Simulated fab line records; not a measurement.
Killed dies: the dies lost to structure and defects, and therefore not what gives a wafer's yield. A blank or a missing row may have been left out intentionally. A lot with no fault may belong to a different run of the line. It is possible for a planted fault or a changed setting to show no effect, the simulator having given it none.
fab line records + flow nand_harc
[record]
- lots = 5
- wafers = 15
- last_day = 34
route steps=1302 shown A_WL_FILL@956 A_CONTACT@983 END@1302
lots with no fault: from the same line, run without faults
start_h: hours from the record's first day to the start of the lot's first wafer shown + wait_h: how many hours have passed since the lot's step before this one + " repeats the value in the row above + L1.1+2: a single row standing in for several wafers + - either no value or no given start + * or withheld: withheld + < > ~ a bound
route shown NAME@n: names a module that has steps shown in the file, with the first one's number in the route + usual: mean/standard deviation of fault-free wafers + same: alike in all rows + chamber/n: place in a boat + sites: readings site by site + _std_site: standard deviation across them + _edge_site: outer sites' mean less inner sites' + radius_mm: for every site, how far away it sits from the centre of the wafer + mask NAME#n: copy n + behind: the last tool/chamber to shape the wafer + hold: why the lot went on hold/how many hours it stayed there/how the hold came to an end + device: whichever transistor did not switch (one of n, p or np) + end of line: the route-end tests of the same wafers + step lacking rows: just its recipe + killed: not the wafer's yield, but the dies lost to structure and defects at the first sort + map: the dies of a wafer, with x for killed, . for not killed, _ for no die there
set.NAME: the setting the step ran with; set.NAME@STEP: the setting that earlier step ran with + model.NAME: the simulator's own value behind a step, which no gauge read
a table for each step, a row for each wafer; lots at some steps of the route
services: a tool's chamber out of use, with start hour (start_h, from the record's first day; less than 0 if before it), hours out, and reason
[[steps]]
[step NHARC_A_WL_FILL_CVD_03]
[recipe]
- target_thk_a = 400
- temp_c = 300
- pressure_torr = 40
- wf6_flow_sccm = 40
- h2_flow_sccm = 1600
- ar_flow_sccm = 1560
- time_s = 279
- material = W
[step NHARC_A_WL_FILL_ETCHBACK_04]
[recipe]
- target_depth_a = 600
- time_s = 120
- chemistry = NF3
[usual]
- chamber_pressure_mTorr = 300.01/0.23
- drypump_motor_current_A = 5.9/0.41
- oes_product_au = 1.000/0.012
| lot.wafer | tool         | chamber | start_h | wait_h | chamber_pressure_mTorr | drypump_motor_current_A | oes_product_au | rf_hours_counter_h |
|-----------|--------------|---------|---------|--------|------------------------|-------------------------|----------------|--------------------|
| L845.1    | rie_metal-02 | 0       | 467.79  | 0.3    | 300.25                 | 6.3                     | 0.996          | 0.0                |
| L845.2    | "            | 1       | "       | "      | 299.79                 | 5.6                     | 0.994          | 0.0                |
| L845.4    | "            | 1       | "       | "      | 300.28                 | 5.6                     | 0.997          | -                  |
| L851.4    | rie_metal-03 | 0       | 539.20  | 0.3    | 300.22                 | 6.4                     | 0.992          | -                  |
| L851.6    | "            | 1       | "       | "      | 299.94                 | 5.9                     | 1.016          | -                  |
| L851.5    | "            | 0       | "       | "      | 299.76                 | 6.4                     | 0.995          | -                  |
| L855.2    | rie_metal-01 | 1       | 586.05  | 0.3    | 300.11                 | 5.4                     | 0.991          | 0.0                |
| L855.1    | "            | 0       | "       | "      | 299.93                 | 5.4                     | 0.997          | 0.0                |
| L855.6    | "            | 0       | "       | "      | 300.26                 | 5.4                     | 0.997          | -                  |
| L857.3    | rie_metal-03 | 0       | 599.88  | 0.3    | 299.59                 | 6.4                     | 0.978          | -                  |
| L857.5    | "            | 1       | "       | "      | 300.33                 | 5.9                     | 0.987          | -                  |
| L857.6    | "            | 0       | "       | "      | 300.07                 | 6.4                     | 0.993          | -                  |
| L867.1    | rie_metal-01 | 1       | 703.92  | 0.3    | 299.98                 | 5.4                     | 1.010          | 1.9                |
| L867.3    | "            | 0       | "       | "      | 300.21                 | 5.4                     | 1.005          | -                  |
| L867.4    | "            | 1       | "       | "      | 299.73                 | 5.4                     | 1.005          | -                  |
[step NHARC_A_WL_FILL_ETCHBACK_05]
[recipe]
- target_depth_a = 220
- time_s = 60
- temp_c = 40
- chemistry = Cl2/BCl3
[usual]
- chamber_pressure_mTorr = 10.001/0.009
- drypump_motor_current_A = 5.9/0.41
- oes_product_au = 1.002/0.012
- temp_c = 40.01/0.11
| lot.wafer | tool         | chamber | start_h | wait_h | chamber_pressure_mTorr | drypump_motor_current_A | oes_product_au | rf_hours_counter_h | temp_c |
|-----------|--------------|---------|---------|--------|------------------------|-------------------------|----------------|--------------------|--------|
| L845.2    | rie_metal-02 | 0       | 468.03  | 0.2    | 10.011                 | 6.3                     | 0.989          | 0.1                | 40.13  |
| L845.1    | "            | 1       | "       | "      | 10.005                 | 5.6                     | 0.993          | 0.1                | 40.19  |
| L845.4    | "            | 0       | "       | "      | 10.008                 | 6.3                     | 0.992          | -                  | 40.02  |
| L851.4    | rie_metal-03 | 0       | 539.38  | 0.1    | 9.998                  | 6.4                     | 0.985          | -                  | 40.20  |
| L851.5    | "            | 1       | "       | "      | 10.011                 | 5.9                     | 0.999          | -                  | 40.08  |
| L851.6    | "            | 0       | "       | "      | 10.011                 | 6.4                     | 0.990          | -                  | 40.08  |
| L855.1    | rie_metal-01 | 1       | 586.30  | 0.2    | 9.989                  | 5.4                     | 1.000          | 0.1                | 40.05  |
| L855.2    | "            | 0       | "       | "      | 10.009                 | 5.4                     | 0.998          | 0.1                | 39.98  |
| L855.6    | "            | 0       | "       | "      | 9.985                  | 5.4                     | 1.005          | -                  | 40.05  |
| L857.3    | rie_metal-03 | 1       | 600.05  | 0.1    | 9.997                  | 6.0                     | 1.008          | -                  | 39.85  |
| L857.5    | "            | 0       | "       | "      | 9.985                  | 6.3                     | 0.998          | -                  | 40.02  |
| L857.6    | "            | 1       | "       | "      | 9.999                  | 5.9                     | 1.011          | -                  | 39.97  |
| L867.1    | rie_metal-01 | 0       | 704.13  | 0.2    | 9.985                  | 5.4                     | 1.018          | 2.0                | 40.01  |
| L867.3    | "            | 0       | "       | "      | 10.008                 | 5.4                     | 1.020          | -                  | 40.01  |
| L867.4    | "            | 1       | "       | "      | 10.002                 | 5.3                     | 1.008          | -                  | 39.79  |
[step NHARC_A_WL_FILL_STRIP_27]
[recipe]
- power_w = 1500
- temp_c = 250
- time_s = 20
- chemistry = N2/H2
[usual]
- drypump_motor_current_A = 6.03/0.13
- heater_power_w = 329/33
- temp_c = 250.00/0.19
| lot.wafer | tool            | chamber | start_h | wait_h | drypump_motor_current_A | heater_power_w | rf_hours_counter_h | temp_c |
|-----------|-----------------|---------|---------|--------|-------------------------|----------------|--------------------|--------|
| L845.2    | plasma_asher-02 | 0       | 468.17  | 0.1    | 5.81                    | 272            | 2                  | 250.30 |
| L845.1    | "               | 1       | "       | "      | 6.13                    | 360            | 2                  | 249.85 |
| L845.4    | "               | 1       | "       | "      | 6.17                    | 364            | -                  | 249.76 |
| L851.4    | plasma_asher-01 | 0       | 539.54  | 0.2    | 6.08                    | 354            | -                  | 250.05 |
| L851.5    | "               | 1       | "       | "      | 6.11                    | 357            | -                  | 249.78 |
| L851.6    | "               | 0       | "       | "      | 6.08                    | 354            | -                  | 250.39 |
| L855.1    | plasma_asher-01 | 1       | 586.44  | 0.1    | 6.12                    | 343            | 12                 | 250.34 |
| L855.2    | "               | 0       | "       | "      | 6.08                    | 349            | 12                 | 250.15 |
| L855.6    | "               | 1       | "       | "      | 6.11                    | 343            | -                  | 250.07 |
| L857.3    | plasma_asher-01 | 1       | 600.22  | 0.2    | 6.09                    | 348            | -                  | 249.98 |
| L857.6    | "               | 0       | "       | "      | 6.11                    | 345            | -                  | 250.17 |
| L857.5    | "               | 1       | "       | "      | 6.12                    | 335            | -                  | 250.03 |
| L867.1    | plasma_asher-02 | 1       | 704.27  | 0.1    | 6.14                    | 340            | 14                 | 249.89 |
| L867.4    | "               | 1       | "       | "      | 6.11                    | 342            | -                  | 250.33 |
| L867.3    | "               | 0       | "       | "      | 5.81                    | 280            | -                  | 249.87 |
[step NHARC_A_WL_FILL_STRIP_28]
[recipe]
- time_s = 1200
- temp_c = 72.5
- chemistry = post_etch_residue_remover
[step NHARC_A_WL_FILL_PRECLEAN_06]
[recipe]
- time_s = 300
- chemistry = DIW
[step NHARC_A_WL_FILL_SRD_07]
[step NHARC_A_WL_FILL_ANNEAL_08]
[recipe]
- temp_c = 450
- time_s = 1800
[step NHARC_A_WL_FILL_ALD_10]
[recipe]
- target_thk_a = 500
- pulse_time_s = 10
- ald_cycles = 500
- temp_c = 300
- material = SiO2
[step NHARC_A_WL_FILL_ETCHBACK_16]
[recipe]
- target_depth_a = 1200
- time_s = 24
- c4f8_flow_sccm = withheld
- o2_flow_sccm = 8
- ar_flow_sccm = withheld
- rf_w = 600
- bias_w = 800
- chemistry = C4F8/O2/Ar
[step NHARC_A_WL_FILL_STRIP_29]
[recipe]
- time_s = 20
- o2_flow_sccm = 500
- ar_flow_sccm = 0
- bias_w = 0
- chemistry = O2
[usual]
- chamber_pressure_mTorr = 60.00/0.056
- drypump_motor_current_A = 5.5/0.5
- oes_product_au = 1.001/0.012
- rf_vpp_V = 57.7/0.84
- showerhead_plenum_p_Torr = 3.51/0.11
- throttle_valve_pct = 17.036/0.011
| lot.wafer | tool        | chamber | start_h | wait_h | chamber_pressure_mTorr | drypump_motor_current_A | oes_product_au | rf_hours_counter_h | rf_vpp_V | showerhead_plenum_p_Torr | throttle_valve_pct |
|-----------|-------------|---------|---------|--------|------------------------|-------------------------|----------------|--------------------|----------|--------------------------|--------------------|
| L845.1    | rie_diel-10 | 2       | 477.98  | 0.1    | 60.06                  | 5.3                     | 1.013          | 0.9                | 57.8     | 3.69                     | 17.039             |
| L845.4    | "           | 3       | "       | "      | 59.93                  | 4.8                     | 0.982          | 0.9                | 57.3     | 3.61                     | 17.027             |
| L845.2    | "           | 0       | "       | "      | 59.97                  | 5.7                     | 0.991          | 0.8                | 56.9     | 3.44                     | 17.022             |
| L851.4    | rie_diel-09 | 0       | 549.40  | 0.1    | 60.03                  | 5.5                     | 1.001          | 2.3                | 57.4     | 3.43                     | 17.022             |
| L851.5    | "           | 2       | "       | "      | 60.00                  | 6.6                     | 1.019          | -                  | 56.6     | 3.46                     | 17.024             |
| L851.6    | "           | 3       | "       | "      | 59.94                  | 4.9                     | 1.013          | -                  | 59.8     | 3.69                     | 17.053             |
| L855.1    | rie_diel-10 | 0       | 596.06  | 0.1    | 59.94                  | 5.7                     | 1.002          | 4.5                | 58.7     | 3.44                     | 17.043             |
| L855.2    | "           | 2       | "       | "      | 60.07                  | 5.3                     | 1.003          | 4.1                | 58.5     | 3.69                     | 17.050             |
| L855.6    | "           | 0       | "       | "      | 60.01                  | 5.7                     | 0.991          | -                  | 58.2     | 3.44                     | 17.038             |
| L857.3    | rie_diel-06 | 2       | 610.80  | 0.1    | 60.01                  | 5.7                     | 1.000          | 3.8                | 56.5     | 3.37                     | 17.053             |
| L857.5    | "           | 2       | "       | "      | 60.01                  | 5.7                     | 1.001          | -                  | 58.3     | 3.37                     | 17.027             |
| L857.6    | "           | 3       | "       | "      | 59.98                  | 6.2                     | 1.000          | -                  | 57.3     | 3.54                     | 17.047             |
| L867.3    | rie_diel-06 | 3       | 721.02  | 0.1    | 60.01                  | 6.1                     | 0.994          | 1.8                | 57.4     | 3.53                     | 17.026             |
| L867.4    | "           | 1       | "       | "      | 60.02                  | 4.7                     | 1.014          | 2.1                | 58.0     | 3.35                     | 17.043             |
| L867.1    | "           | 2       | "       | "      | 60.06                  | 5.7                     | 0.977          | 2.1                | 55.8     | 3.37                     | 17.031             |
[step NHARC_A_WL_FILL_ETCHBACK_17]
[recipe]
- target_depth_a = 40
- time_s = 26.7
- chemistry = Cl2/BCl3
[step NHARC_A_WL_FILL_PRECLEAN_18]
[recipe]
- time_s = 30
- chemistry = dHF
[step NHARC_A_WL_FILL_SRD_21]
[step NHARC_A_WL_FILL_CVD_23]
[recipe]
- target_thk_a = 400
- temp_c = 620
- pressure_mtorr = 200
- time_s = 800
- material = poly-Si
[step NHARC_A_WL_FILL_ETCHBACK_26]
[recipe]
- target_depth_a = 520
- time_s = 13.3
- hbr_flow_sccm = 150
- rf_w = 350
- icp_w = 350
- bias_w = 60
- chemistry = HBr
[usual]
- chamber_pressure_mTorr = 15.002/0.014
- drypump_motor_current_A = 6.0/0.44
- oes_product_au = 1.005/0.014
- throttle_valve_pct = 23.267/0.0094
| lot.wafer | tool      | chamber | start_h | wait_h | chamber_pressure_mTorr | drypump_motor_current_A | oes_product_au | rf_hours_counter_h | throttle_valve_pct |
|-----------|-----------|---------|---------|--------|------------------------|-------------------------|----------------|--------------------|--------------------|
| L845.2    | rie_si-06 | 3       | 485.30  | 0.4    | 15.002                 | 6.4                     | 1.024          | 0.3                | 23.261             |
| L845.1    | "         | 1       | "       | "      | 15.000                 | 5.4                     | 1.017          | 0.4                | 23.268             |
| L845.4    | "         | 1       | "       | "      | 14.992                 | 5.4                     | 1.005          | -                  | 23.262             |
| L851.4    | rie_si-06 | 0       | 554.65  | 0.4    | 15.017                 | 5.3                     | 0.999          | -                  | 23.264             |
| L851.5    | "         | 2       | "       | "      | 14.999                 | 6.4                     | 1.031          | -                  | 23.263             |
| L851.6    | "         | 3       | "       | "      | 15.030                 | 6.4                     | 1.023          | -                  | 23.256             |
| L855.2    | rie_si-02 | 1       | 601.39  | 0.4    | 15.006                 | 6.4                     | 1.010          | 1.1                | 23.277             |
| L855.1    | "         | 3       | "       | "      | 14.986                 | 6.5                     | 0.987          | 0.9                | 23.286             |
| L855.6    | "         | 1       | "       | "      | 15.007                 | 6.4                     | 0.996          | -                  | 23.270             |
| L857.3    | rie_si-03 | 3       | 616.96  | 0.4    | 15.019                 | 5.6                     | 1.001          | 0.2                | 23.279             |
| L857.5    | "         | 0       | "       | "      | 15.032                 | 6.5                     | 1.038          | -                  | 23.253             |
| L857.6    | "         | 1       | "       | "      | 14.994                 | 6.3                     | 0.996          | -                  | 23.277             |
| L867.3    | rie_si-02 | 2       | 726.35  | 0.4    | 14.997                 | 5.9                     | 1.004          | 0.5                | 23.255             |
| L867.1    | "         | 3       | "       | "      | 15.012                 | 6.4                     | 0.991          | 0.5                | 23.281             |
| L867.4    | "         | 0       | "       | "      | 15.015                 | 6.0                     | 1.002          | 0.4                | 23.282             |
[step NHARC_A_WL_FILL_PRECLEAN_30]
[recipe]
- time_s = 10
- chemistry = dHF
[step NHARC_A_WL_FILL_SRD_14]
[step NHARC_A_WL_FILL_ALD_19]
[recipe]
- target_thk_a = 20
- pulse_time_s = 3
- ald_cycles = 100
- temp_c = 450
- material = TiN
[step NHARC_A_WL_FILL_CVD_20]
[recipe]
- target_thk_a = 1000
- temp_c = 400
- pressure_torr = 40
- wf6_flow_sccm = 40
- h2_flow_sccm = 1600
- ar_flow_sccm = 1560
- time_s = 74
- material = W
[usual]
- heater_power_w = 788/90
- throttle_valve_pct = 8.01/0.28
| lot.wafer | tool     | chamber | start_h | wait_h | heater_power_w | throttle_valve_pct |
|-----------|----------|---------|---------|--------|----------------|--------------------|
| L845.2    | cvd_w-01 | 1       | -       | -      | 914            | 7.76               |
| L845.1    | "        | 0       | "       | "      | 786            | 7.50               |
| L845.4    | "        | 0       | "       | "      | 787            | 7.77               |
| L851.4    | cvd_w-02 | 1       | -       | -      | 794            | 8.38               |
| L851.5    | "        | 1       | "       | "      | 804            | 7.80               |
| L851.6    | "        | 0       | "       | "      | 697            | 8.28               |
| L855.1    | cvd_w-02 | 1       | -       | -      | 786            | 8.00               |
| L855.2    | "        | 0       | "       | "      | 698            | 8.41               |
| L855.6    | "        | 0       | "       | "      | 687            | 8.52               |
| L857.3    | cvd_w-02 | 0       | -       | -      | 694            | 8.47               |
| L857.5    | "        | 0       | "       | "      | 692            | 8.46               |
| L857.6    | "        | 1       | "       | "      | 786            | 7.91               |
| L867.1    | cvd_w-02 | 0       | -       | -      | 664            | 8.04               |
| L867.4    | "        | 1       | "       | "      | 747            | 8.16               |
| L867.3    | "        | 0       | "       | "      | 673            | 8.47               |
[step NHARC_A_WL_FILL_CMP_12]
[recipe]
- t_overpolish_s = 30
- target_thk_nm = 100
[step NHARC_A_WL_FILL_SRD_31]
[step NHARC_A_CONTACT_DEP_24]
[recipe]
- target_thk_a = 5000
- temp_c = 400
- pressure_torr = 6.5
- rf_w = 900
- teos_flow_sccm = 161.4
- flow_sccm = 2650
- target_thk_nm = 500
- gas = O2
- material = SiO2
[step NHARC_A_CONTACT_DEP_28]
[recipe]
- target_thk_a = 70000
- temp_c = 400
- material = aC
[step NHARC_A_CONTACT_DEP_29]
[recipe]
- target_thk_a = 1000
- target_thk_nm = 100
- temp_c = 400
- pressure_torr = 3.5
- flow_sccm = 200
- rf_w = 350
- material = SiON
[step NHARC_A_CONTACT_DEHYDRATE_32]
[recipe]
- temp_c = 150
- time_s = 120
[step NHARC_A_CONTACT_HMDS_33]
[recipe]
- time_s = 30
[step NHARC_A_CONTACT_COAT_34]
[recipe]
- temp_c = 260
- time_s = 75
[step NHARC_A_CONTACT_COAT_35]
[recipe]
- temp_c = 225
- time_s = 65
[step NHARC_A_CONTACT_COAT_36]
[recipe]
- spin_rpm = 1500
- resist_thk_nm = 90
[step NHARC_A_CONTACT_SOFTBAKE_37]
[recipe]
- temp_c = 105
- time_s = 55
[step NHARC_A_CONTACT_EBR_38]
[step NHARC_A_CONTACT_EXPOSE_39]
[recipe]
- na = 1.35
- sigma_outer = 0.8
- dose_mj = 58.79
- mask_id = A_CC_3
[step NHARC_A_CONTACT_PEB_40]
[recipe]
- peb_temp_c = 100
- peb_time_s = 65
[step NHARC_A_CONTACT_DEVELOP_41]
[recipe]
- develop_time_s = 35
- dev_temp_c = 23
[step NHARC_END_SORT_01]
[recipe]
- temp_c = 25
[usual]
- killed_at_array = 55/19
- killed_at_other = 0.9/1.4
- killed_at_periphery = 3.8/2.9
- killed_dies = 60/19
- killed_open = 3.3/1.8
- killed_short = 2.6/1.6
[same]
- gross_dies = 677
| lot.wafer | tool      | chamber | start_h | wait_h | killed_at_array | killed_at_other | killed_at_periphery | killed_dies | killed_open | killed_short |
|-----------|-----------|---------|---------|--------|-----------------|-----------------|---------------------|-------------|-------------|--------------|
| L851.4    | prober-02 | 0       | 638.15  | 3.4    | 91              | 0               | 4                   | 95          | 1           | 1            |
| L851.5    | prober-02 | 0       | 638.95  | 3.7    | 69              | 0               | 3                   | 72          | 2           | 0            |
| L851.6    | prober-02 | 0       | 639.75  | 4.0    | 99              | 0               | 3                   | 102         | 5           | 2            |
| L855.1    | prober-02 | 0       | 687.42  | 2.5    | 106             | 1               | 4                   | 111         | 5           | 3            |
| L855.2    | prober-02 | 0       | 688.21  | 2.8    | 152             | 3               | 3                   | 158         | 2           | 2            |
| L855.6    | prober-02 | 0       | 691.35  | 3.9    | 107             | 1               | 4                   | 112         | 4           | 4            |
| L857.3    | prober-02 | 0       | 699.96  | 3.1    | 34              | 0               | 2                   | 36          | 3           | 6            |
| L857.5    | prober-02 | 0       | 701.53  | 3.6    | 42              | 0               | 2                   | 44          | 2           | 1            |
// killed by level:class
L851.4 A_SLIT:chamber_film_flake=38 A_CHANNEL_HOLE_D2:chamber_film_flake=23 A_CHANNEL_HOLE_D1:chamber_film_flake=17 A_CONTACT:chamber_film_flake=5 A_STAIRCASE:chamber_film_flake=3 A_M0:chamber_film_flake=2 P_CONTACT:geometric_particle:short=1 A_CHANNEL_FILL_D1:geometric_particle:open=1
L851.5 A_CHANNEL_HOLE_D2:chamber_film_flake=22 A_SLIT:chamber_film_flake=21 A_CHANNEL_HOLE_D1:chamber_film_flake=19 P_GATE:chamber_film_flake=2 A_CHANNEL_FILL_D1:geometric_particle:open=1 A_M1:geometric_particle:open=1 P_M0:chamber_film_flake=1 A_ZERO_WELL:chamber_film_flake=1
L851.6 A_CHANNEL_HOLE_D1:chamber_film_flake=30 A_SLIT:chamber_film_flake=28 A_CHANNEL_HOLE_D2:chamber_film_flake=21 A_CONTACT:chamber_film_flake=4 A_WL_FILL:chamber_film_flake=3 A_M0:chamber_film_flake=3 A_CHANNEL_FILL_D2:geometric_particle:open=2 P_M0:chamber_film_flake=2
L855.1 A_WL_FILL:unspecified=40 A_CHANNEL_HOLE_D1:chamber_film_flake=29 A_SLIT:chamber_film_flake=18 A_WL_FILL:chamber_film_flake=5 P_GATE:chamber_film_flake=3 A_ONON_D1:geometric_particle:open=2 A_BLC:geometric_particle:open=2 A_STAIRCASE:chamber_film_flake=2
L855.2 A_WL_FILL:unspecified=88 A_CHANNEL_HOLE_D1:chamber_film_flake=37 A_SLIT:chamber_film_flake=18 THIN_TSV:chamber_film_flake=3 A_STAIRCASE:chamber_film_flake=2 A_CONTACT:chamber_film_flake=2 P_ZERO_WELL:geometric_particle:short=1 A_DECK1_JOINT:geometric_particle:open=1
L855.6 A_WL_FILL:unspecified=47 A_CHANNEL_HOLE_D1:chamber_film_flake=26 A_SLIT:chamber_film_flake=19 A_CHANNEL_FILL_D1:chamber_film_flake=4 A_ONON_D1:geometric_particle:short=3 P_M1:chamber_film_flake=2 A_CONTACT:chamber_film_flake=2 P_M0:geometric_particle:open=1
L857.3 A_SLIT:chamber_film_flake=14 A_CHANNEL_HOLE_D2:chamber_film_flake=5 A_CHANNEL_HOLE_D1:chamber_film_flake=4 P_CONTACT:geometric_particle:short=1 A_ONON_D1:geometric_particle:short=1 A_CHANNEL_FILL_D1:geometric_particle:short=1 A_CHANNEL_FILL_D2:geometric_particle:short=1 A_SGD_CUT:geometric_particle:open=1
L857.5 A_SLIT:chamber_film_flake=19 A_CHANNEL_HOLE_D2:chamber_film_flake=11 A_CHANNEL_HOLE_D1:chamber_film_flake=7 P_M0:geometric_particle:open=1 A_ONON_D1:geometric_particle:short=1 A_CHANNEL_FILL_D1:geometric_particle:open=1 P_GATE:chamber_film_flake=1 A_CHANNEL_FILL_D1:chamber_film_flake=1
// map L855.2 (x killed, . not)
____________.____________
_________......._________
_______..........._______
______.............______
_____..............._____
____................x____
____.................____
___..x.....x..........___
___.........x.........___
__.....................__
__.....................__
_......................._
_........x.............._
_......................._
_....................x.._
_......................._
.........x............x..
........................x
..................xxxxxx.
................x.xxxxxx.
...............xx.xxxxxx.
_................xxxxxxx_
_....x.x.......xxxxxxxxx_
_..x....xx.....xxxxxxxxx_
_xx.xx.xx.......xxxxxxxx_
_xxxx.xxxxx.x...xxxxxxxx_
__xxxxxxxx.x....xxxxxxx__
__xxxxx.xxx......xxxxxx__
___xxxxxxxx......xxxxx___
___x..xxx..x...xxxxxxx___
____..xx...........xx____
____.....x.x.......x.____
_____.............x._____
______.x...........______
_______......x...._______
_________...x..._________
____________.____________
// map L845.2 (x killed, . not)
____________.____________
_________......._________
_______..........._______
______............x______
_____..............._____
____...........x.....____
____.................____
___...................___
___............x....x.___
__.x...................__
__xx...x......x........__
_xx.xx........x........._
_xxxx..................._
_xxxx..................x_
_xx..x.................._
_xx....................._
.xxxx.................xxx
xxxx.....................
xx.x.........x...........
.x.............x.........
x...x....................
_.......xx.......x......_
_......xx..........x...._
_.......x.......x......._
_...x..xx.x............._
_....xxxxx.x..x.....x..._
__....xxxx.............__
__x...xxxx..x..........__
___....xx.............___
___..xxxxx............___
____....x............____
____....x.........x..____
_____..............._____
______.............______
_______..........._______
_________......._________
____________.____________
[[services]]
| tool            | chamber | start_h | hours | kind   |
|-----------------|---------|---------|-------|--------|
| plasma_asher-02 | -       | 447.84  | 9.0   | pm     |
| cvd_w-02        | -       | 450.15  | 13.0  | pm     |
| rie_metal-02    | -       | 454.00  | 9.0   | pm     |
| rie_si-02       | -       | 454.07  | 9.0   | pm     |
| rie_si-06       | 2       | 476.15  | 13.4  | repair |
| rie_diel-06     | -       | 484.20  | 9.0   | pm     |
| rie_si-06       | 1       | 496.28  | 3.0   | repair |
| plasma_asher-02 | -       | 513.49  | 2.5   | repair |
| plasma_asher-01 | -       | 519.00  | 9.0   | pm     |
| rie_metal-03    | -       | 519.00  | 9.0   | pm     |
| rie_diel-06     | 1       | 528.07  | 10.5  | repair |
| rie_si-02       | 2       | 541.54  | 6.4   | repair |
| rie_diel-10     | -       | 546.71  | 0.5   | repair |
| rie_diel-10     | 1       | 548.95  | 2.2   | repair |
| rie_si-06       | 1       | 549.87  | 48.9  | repair |
| rie_si-06       | 0       | 554.72  | 22.5  | repair |
| rie_metal-01    | -       | 561.58  | 0.3   | repair |
| rie_si-06       | -       | 574.71  | 0.3   | repair |
| rie_metal-01    | -       | 575.00  | 9.0   | pm     |
| cvd_w-02        | 0       | 586.97  | 13.8  | repair |
| rie_metal-01    | -       | 593.05  | 0.3   | repair |
| cvd_w-02        | -       | 631.15  | 13.0  | pm     |
| plasma_asher-01 | -       | 696.00  | 9.0   | pm     |
| rie_metal-03    | -       | 696.00  | 9.0   | pm     |
[[key]]
[first_sign]
- step = NHARC_END_SORT_01
- reading = killed_dies
- direction = up
- sigmas = 3.5
- usual = 60
- struck = 127
[effect]
- step = NHARC_END_SORT_01
- reading = killed_at_array
- direction = up
- sigmas = 3.5
- usual = 55
- struck = 122
[more_kills_born_at]
- NHARC_A_WL_FILL_STRIP_29@rie_diel-10 = 175
met_at NHARC_A_WL_FILL_STRIP_29
struck_wafers L855.1,L855.2,L855.6
tester_left_out L855
onset_between 477.98 596.06
[fault]
- kind = chamber_particle_source
- tool = rie_diel-10
- chamber = -
- onset_h = 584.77
- steps = NHARC_A_WL_FILL_STRIP_29
- rate_per_visit_cm2 = 1.6111
// tester_left_out: of these lots the tester's yield and bins aren't shown, on N5 and GAA mostly nor the transistor test; their killed dies are dies lost to structure and defects alone, not to doping, threshold or leakage, so they don't give the yield
